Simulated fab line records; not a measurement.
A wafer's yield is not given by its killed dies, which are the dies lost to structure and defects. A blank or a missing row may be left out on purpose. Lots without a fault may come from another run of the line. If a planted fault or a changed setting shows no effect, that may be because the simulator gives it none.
fab line records	flow nand-harc
record lots=12	wafers=36	last-day=33
route steps=1302 shown P_M1@298 END@1302
lots that met no fault: from a run of the same line without faults
start-h: the number of hours between the record's first day and the start of the first shown wafer of the lot	wait-h: how many hours have passed since the lot's step before this one	" same as the row above	L1.1+2: several wafers, shown together as one row	- no value present, or no start provided	* or withheld: withheld	< > ~ a bound
route shown NAME@n: a module of which the file shows steps, and the number in the route of the first	usual: the fault-free wafers' mean and standard deviation	same: alike in all rows	chamber/n: place in a boat	sites: per-site readings	_std_site: standard deviation across them	_edge_site: mean of outer sites minus mean of inner sites	radius-mm: for every site, how far away it sits from the centre of the wafer	mask NAME#n: copy n	behind: the last tool/chamber to shape the wafer	hold: why the lot was held/for how many hours/how that ended	device: whichever transistor did not switch (one of n, p or np)	end of line: tests run on the same wafers once the route is complete	step lacking rows: just its recipe	killed: dies that structure and defects cost at the first sort, which is not the same as the wafer's yield	map: shows each die of a wafer: x if killed, . if not, _ if none is there
set.NAME: the setting the step ran with; set.NAME@STEP: the setting that earlier step ran with	model.NAME: the simulator's own value behind a step, which no gauge read
a sample of lots followed through the steps of the route, with each step as a table and each wafer as a row
services: when a tool's chamber went out of use (start-h, in hours from the record's first day, below 0 if earlier), for how many hours, and the reason
## steps
# step NHARC_P_M1_DESCUM_14
# recipe time-s=3	o2-flow-sccm=200	ar-flow-sccm=0	bias-power-w=0	chemistry=O2
# usual drypump-motor-current-A=5.7/0.41	oes-product-au=1.004/0.01	rf-vpp-V=58.0/0.9	showerhead-plenum-p-Torr=1.97/0.064	throttle-valve-pct=11.310/0.0091
# same bias-power-w=0
lot.wafer	tool	chamber	start-h	wait-h	drypump-motor-current-A	oes-product-au	rf-hours-counter-h	rf-vpp-V	showerhead-plenum-p-Torr	throttle-valve-pct
L164.2	rie-diel-05	0	129.94	0.1	5.2	1.011	5	58.8	1.94	11.289
L164.5	"	2	"	"	6.4	0.998	-	58.9	1.85	11.319
L164.6	"	3	"	"	6.1	1.009	-	59.9	1.99	11.318
L172.2	rie-diel-05	0	202.89	0.1	5.2	1.000	10	58.7	1.94	11.315
L172.1	"	1	"	"	5.7	0.995	11	57.2	2.02	11.313
L172.4	"	2	"	"	6.3	0.998	11	57.2	1.85	11.324
L173.1	rie-diel-01	3	223.11	0.1	6.0	1.000	1	58.3	1.94	11.313
L173.2	"	0	"	"	5.1	1.009	1	56.7	1.92	11.302
L173.6	"	3	"	"	6.0	1.010	-	58.8	1.94	11.311
L180.3	rie-diel-01	0	281.69	0.1	5.1	1.010	4	57.4	1.92	11.311
L180.1	"	2	"	"	5.6	0.997	3	57.7	2.01	11.298
L180.6	"	0	"	"	5.1	1.004	-	57.4	1.92	11.321
L179.1	rie-diel-01	1	282.63	0.1	5.3	1.019	4	58.9	2.06	11.317
L179.4	"	3	"	"	6.0	1.011	4	58.9	1.94	11.310
L179.5	"	0	"	"	5.1	1.009	-	58.2	1.92	11.311
L181.4	rie-diel-05	3	290.92	0.1	6.1	1.000	5	58.4	1.99	11.308
L181.2	"	0	"	"	5.2	0.989	5	58.7	1.94	11.320
L181.6	"	3	"	"	6.0	1.004	-	57.9	1.99	11.313
L182.2	rie-diel-09	1	299.86	0.1	6.3	0.982	46	58.4	2.04	11.294
L182.4	"	2	"	"	5.6	1.005	49	56.7	1.79	11.317
L182.3	"	3	"	"	6.2	0.997	49	58.1	2.06	11.292
L183.3	rie-diel-01	0	312.34	0.1	5.1	1.005	7	57.8	1.92	11.295
L183.6	"	1	"	"	5.3	1.005	-	58.5	2.06	11.311
L183.5	"	2	"	"	5.6	0.991	-	57.7	2.01	11.302
L184.4	rie-diel-05	3	326.38	0.1	6.0	1.002	9	58.6	1.99	11.313
L184.1	"	0	"	"	5.2	0.988	9	57.4	1.94	11.323
L184.5	"	1	"	"	5.7	0.979	-	58.4	2.01	11.320
L185.1	rie-diel-01	0	336.68	0.1	5.1	0.993	9	58.1	1.92	11.315
L185.5	"	1	"	"	5.3	0.995	-	58.0	2.06	11.315
L185.6	"	0	"	"	5.1	1.007	-	56.7	1.92	11.309
L186.1	rie-diel-01	0	343.34	0.1	5.1	0.999	9	56.7	1.92	11.297
L186.3	"	3	"	"	6.0	0.996	6	57.1	1.94	11.299
L186.5	"	1	"	"	5.3	1.005	-	58.4	2.06	11.317
L187.3	rie-diel-01	1	353.05	0.1	5.3	1.015	9	58.4	2.06	11.311
L187.1	"	2	"	"	5.6	1.004	9	58.4	2.00	11.310
L187.6	"	2	"	"	5.6	0.991	-	57.7	2.00	11.298
# step NHARC_P_M1_PVD_20
# recipe target-thk-a=50	bias-v=168.6	power-w=15000	chamber-pressure-pa=0.12	time-s=8.06	substrate-temp-c=50	material=TaN
# usual throttle-valve-pct=30.0/1.1
lot.wafer	tool	chamber	start-h	wait-h	throttle-valve-pct
L164.2	pvd-sputter-03	-	-	-	31.0
L164.6	"	-	"	"	29.4
L164.5	"	-	"	"	31.1
L172.1	pvd-sputter-01	-	-	-	30.9
L172.2	"	-	"	"	29.0
L172.4	"	-	"	"	31.0
L173.2	pvd-sputter-01	-	-	-	29.0
L173.1	"	-	"	"	31.1
L173.6	"	-	"	"	30.8
L180.1	pvd-sputter-01	-	-	-	30.8
L180.3	"	-	"	"	31.1
L180.6	"	-	"	"	31.0
L179.4	pvd-sputter-03	-	-	-	32.4
L179.1	"	-	"	"	30.0
L179.5	"	-	"	"	29.8
L181.4	pvd-sputter-03	-	-	-	29.0
L181.2	"	-	"	"	30.4
L181.6	"	-	"	"	29.0
L182.2	pvd-sputter-03	-	-	-	29.6
L182.3	"	-	"	"	28.7
L182.4	"	-	"	"	30.0
L183.3	pvd-sputter-01	-	-	-	29.1
L183.6	"	-	"	"	31.2
L183.5	"	-	"	"	30.8
L184.1	pvd-sputter-01	-	-	-	29.2
L184.4	"	-	"	"	30.9
L184.5	"	-	"	"	31.1
L185.1	pvd-sputter-02	-	-	-	30.2
L185.5	"	-	"	"	30.3
L185.6	"	-	"	"	28.4
L186.1	pvd-sputter-02	-	-	-	28.5
L186.3	"	-	"	"	28.4
L186.5	"	-	"	"	31.1
L187.1	pvd-sputter-03	-	-	-	30.0
L187.3	"	-	"	"	29.1
L187.6	"	-	"	"	29.1
# step NHARC_P_M1_ECD_22
# recipe target-thk-a=4000	bath-temp-c=25	material=Cu
lot.wafer	tool	chamber	start-h	wait-h
L164.2+6+5	ecd-cu-02	1,1,0	131.34	-
L172.2+1+4	ecd-cu-01	1,0,1	204.27	-
L173.1+2+6	ecd-cu-01	1,0,0	224.50	-
L180.1+3+6	ecd-cu-01	1,0,0	283.10	-
L179.1+4+5	ecd-cu-02	1,0,0	284.07	-
L181.2+4+6	ecd-cu-01	0,1,0	292.34	-
L182.2+3+4	ecd-cu-01	1,1,0	301.76	-
L183.3+6+5	ecd-cu-01	1,1,0	313.82	-
L184.1+4+5	ecd-cu-01	1,0,1	327.86	-
L185.1+6+5	ecd-cu-02	0,0,1	338.31	-
L186.1+3+5	ecd-cu-01	1,0,1	344.74	-
L187.1+3+6	ecd-cu-01	1,0,1	354.43	-
# step NHARC_P_M1_CMP_23
# recipe t-overpolish-s=20	target-thk-nm=157.82
# usual motor-current-A=12.0/1.8	time-to-endpoint-s=28.2/2.9
# same t-overpolish-s=20
lot.wafer	tool	chamber	start-h	wait-h	motor-current-A	time-to-endpoint-s
L164.2	cmp-02	1	132.11	-	13.2	33.8
L164.5	"	3	"	"	10.8	28.0
L164.6	"	0	"	"	11.1	32.7
L172.1	cmp-01	2	205.00	-	10.6	15.5
L172.2	"	3	"	"	12.0	26.1
L172.4	"	0	"	"	15.8	28.2
L173.1	cmp-01	3	225.28	-	11.3	27.8
L173.2	"	0	"	"	16.4	18.7
L173.6	"	1	"	"	11.1	14.4
L180.1	cmp-02	3	283.82	-	10.9	25.0
L180.3	"	1	"	"	12.9	25.2
L180.6	"	3	"	"	10.9	23.8
L179.4	cmp-01	2	284.77	-	11.0	32.3
L179.1	"	3	"	"	11.9	28.3
L179.5	"	1	"	"	11.3	28.2
L181.2	cmp-01	2	293.13	-	10.2	35.6
L181.4	"	3	"	"	12.0	28.8
L181.6	"	3	"	"	12.2	28.7
L182.3	cmp-02	1	302.48	-	12.2	25.6
L182.4	"	3	"	"	10.9	24.2
L182.2	"	0	"	"	10.9	25.1
L183.3	cmp-01	1	314.50	-	11.1	25.0
L183.5	"	3	"	"	12.6	25.5
L183.6	"	0	"	"	16.1	28.8
L184.1	cmp-04	3	328.56	-	11.6	25.5
L184.4	"	0	"	"	13.9	29.0
L184.5	"	3	"	"	10.9	25.2
L185.1	cmp-04	1	339.12	-	11.5	23.9
L185.6	"	2	"	"	9.9	23.7
L185.5	"	3	"	"	11.0	22.8
L186.3	cmp-01	2	345.85	-	11.5	31.5
L186.1	"	3	"	"	12.0	27.6
L186.5	"	0	"	"	16.4	32.9
L187.1	cmp-02	2	355.15	-	12.3	27.9
L187.3	"	3	"	"	10.5	23.7
L187.6	"	3	"	"	10.6	24.5
# step NHARC_P_M1_THK_MEAS_24
# recipe thk-meas-gauge=xrf
# usual thk-nm=157.6/1.6
lot.wafer	tool	chamber	start-h	wait-h	thk-nm
L164.2	film-metro-01	-	132.37	-	158.0
L164.5	"	-	"	"	154.1
L164.6	"	-	"	"	156.9
L172.1	film-metro-01	-	205.31	-	158.6
L172.2	"	-	"	"	158.7
L172.4	"	-	"	"	158.9
L173.1	film-metro-01	-	225.54	-	159.7
L173.2	"	-	"	"	158.7
L173.6	"	-	"	"	158.2
L180.1	film-metro-02	-	284.15	-	157.6
L180.3	"	-	"	"	156.8
L180.6	"	-	"	"	157.1
L179.1	film-metro-02	-	285.05	-	158.5
L179.4	"	-	"	"	159.3
L179.5	"	-	"	"	159.1
L181.2	film-metro-02	-	293.45	-	160.8
L181.4	"	-	"	"	160.8
L181.6	"	-	"	"	158.5
L182.2	film-metro-02	-	302.79	-	157.5
L182.3	"	-	"	"	157.8
L182.4	"	-	"	"	154.3
L183.3	film-metro-02	-	314.76	-	156.6
L183.5	"	-	"	"	156.8
L183.6	"	-	"	"	159.6
L184.1	film-metro-02	-	328.88	-	155.4
L184.4	"	-	"	"	158.4
L184.5	"	-	"	"	156.5
L185.1	film-metro-01	-	339.35	-	156.6
L185.5	"	-	"	"	156.6
L185.6	"	-	"	"	155.0
L186.1	film-metro-01	-	346.11	-	157.1
L186.3	"	-	"	"	157.8
L186.5	"	-	"	"	158.1
L187.1	film-metro-01	-	355.46	-	158.9
L187.3	"	-	"	"	156.6
L187.6	"	-	"	"	156.8
# step NHARC_END_SORT_01
# recipe temp-c=25
# usual defect-limited-yield=91/3.2	killed-at-array=55/22	killed-at-other=1.1/1.4	killed-at-periphery=4/3.2	killed-dies=59/22	killed-open=3.3/1.8	killed-short=2.5/1.5
# same gross-dies=677
lot.wafer	tool	chamber	start-h	wait-h	defect-limited-yield[%]	killed-at-array	killed-at-other	killed-at-periphery	killed-dies	killed-open	killed-short
L172.1	prober-01	0	653.77	2.5	92	41	7	6	54	2	2
L172.2	prober-01	0	654.56	2.8	88	72	4	3	79	6	4
L172.4	prober-01	0	656.13	3.4	92	50	2	1	53	3	4
L181.6	prober-01	0	728.60	4.0	88	71	5	2	78	3	3
L185.1	prober-01	0	776.58	2.5	90	61	2	3	66	5	3
L185.5	prober-01	0	779.78	3.7	89	74	2	1	77	7	2
L185.6	prober-01	0	780.58	4.0	90	70	1	0	71	3	1
# killed by level:class
L172.1 A_CHANNEL_HOLE_D2:chamber-film-flake=16 A_CHANNEL_HOLE_D1:chamber-film-flake=14 THIN_TSV:chamber-film-flake=7 P_GATE:chamber-film-flake=4 A_STAIRCASE:chamber-film-flake=4 A_CHANNEL_FILL_D1:chamber-film-flake=2 A_SLIT:chamber-film-flake=2 P_STI:geometric-particle:short=1
L172.2 A_CHANNEL_HOLE_D1:chamber-film-flake=33 A_CHANNEL_HOLE_D2:chamber-film-flake=11 A_STAIRCASE:chamber-film-flake=5 THIN_TSV:chamber-film-flake=4 A_CONTACT:chamber-film-flake=3 A_SGD_CUT:geometric-particle:open=2 A_ZERO_WELL:chamber-film-flake=2 A_CHANNEL_FILL_D2:chamber-film-flake=2
L172.4 A_CHANNEL_HOLE_D1:chamber-film-flake=17 A_CHANNEL_HOLE_D2:chamber-film-flake=15 A_STAIRCASE:chamber-film-flake=5 A_WL_FILL:chamber-film-flake=3 A_ONON_D1:geometric-particle:short=2 A_M1:chamber-film-flake=2 THIN_TSV:chamber-film-flake=2 P_M0:geometric-particle:open=1
L181.6 A_SLIT:chamber-film-flake=23 A_CHANNEL_HOLE_D2:chamber-film-flake=20 A_CHANNEL_HOLE_D1:chamber-film-flake=17 THIN_TSV:chamber-film-flake=5 A_WL_FILL:chamber-film-flake=2 A_SOURCE_PLATE:geometric-particle:open=1 A_DECK1_JOINT:geometric-particle:short=1 A_DECK1_JOINT:geometric-particle:open=1
L185.1 A_CHANNEL_HOLE_D2:chamber-film-flake=18 A_CHANNEL_HOLE_D1:chamber-film-flake=12 A_SLIT:chamber-film-flake=11 A_CONTACT:chamber-film-flake=9 A_SGD_CUT:chamber-film-flake=3 P_CONTACT:geometric-particle:open=2 A_CHANNEL_HOLE_D2:geometric-particle:short=2 A_STAIRCASE:chamber-film-flake=2
L185.5 A_CHANNEL_HOLE_D2:chamber-film-flake=25 A_CHANNEL_HOLE_D1:chamber-film-flake=17 A_CONTACT:chamber-film-flake=11 A_SGD_CUT:chamber-film-flake=4 A_SLIT:chamber-film-flake=3 A_ONON_D1:geometric-particle:short=2 A_BLC:geometric-particle:open=2 A_DECK1_JOINT:chamber-film-flake=2
L185.6 A_CHANNEL_HOLE_D2:chamber-film-flake=27 A_CHANNEL_HOLE_D1:chamber-film-flake=21 A_CONTACT:chamber-film-flake=8 A_SLIT:chamber-film-flake=7 A_SOURCE_PLATE:geometric-particle:open=1 A_CHANNEL_FILL_D1:geometric-particle:short=1 A_CONTACT:geometric-particle:open=1 A_M0:geometric-particle:open=1
## services
tool	chamber	start-h	hours	kind
ecd-cu-01	-	108.68	20.5	repair
rie-diel-01	1	122.61	4.4	repair
cmp-02	-	133.72	5.1	repair
cmp-02	-	138.84	4.0	pm
ecd-cu-01	-	153.97	3.0	repair
ecd-cu-01	-	160.24	8.0	pm
rie-diel-01	2	160.62	5.5	repair
cmp-01	-	187.68	4.0	pm
rie-diel-01	-	203.80	9.0	pm
pvd-sputter-01	-	214.85	2.3	repair
pvd-sputter-01	-	226.00	10.0	pm
pvd-sputter-03	-	227.63	10.0	pm
cmp-01	-	234.88	0.9	repair
cmp-01	-	266.81	0.5	repair
cmp-01	-	273.43	3.3	repair
cmp-01	-	279.71	1.9	repair
rie-diel-01	1	284.49	6.3	repair
cmp-01	-	285.68	4.0	pm
rie-diel-01	3	292.09	7.2	repair
pvd-sputter-03	-	306.90	2.4	repair
rie-diel-01	3	323.65	14.4	repair
cmp-01	-	328.49	4.3	repair
cmp-01	-	333.04	0.4	repair
ecd-cu-01	-	336.24	8.0	pm
## key
first-sign step=NHARC_P_M1_CMP_23	reading=time-to-endpoint-s	direction=down	sigmas=4.1	usual=*	struck=*
effect none on later readings
met-at NHARC_P_M1_ECD_22
struck-lots L172,L173
struck-wafers L172.1,L173.2,L173.6
not-acting-at NHARC_P_M1_DESCUM_14,NHARC_P_M1_PVD_20,NHARC_P_M1_THK_MEAS_24
fault kind=process-parameter-drift	tool=ecd-cu-01	chamber=0	onset-h=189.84	steps=NHARC_P_M1_ECD_22	channel=target-thk-a	offset=*	shape=step	end-h=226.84	acts-in=*	stated=*
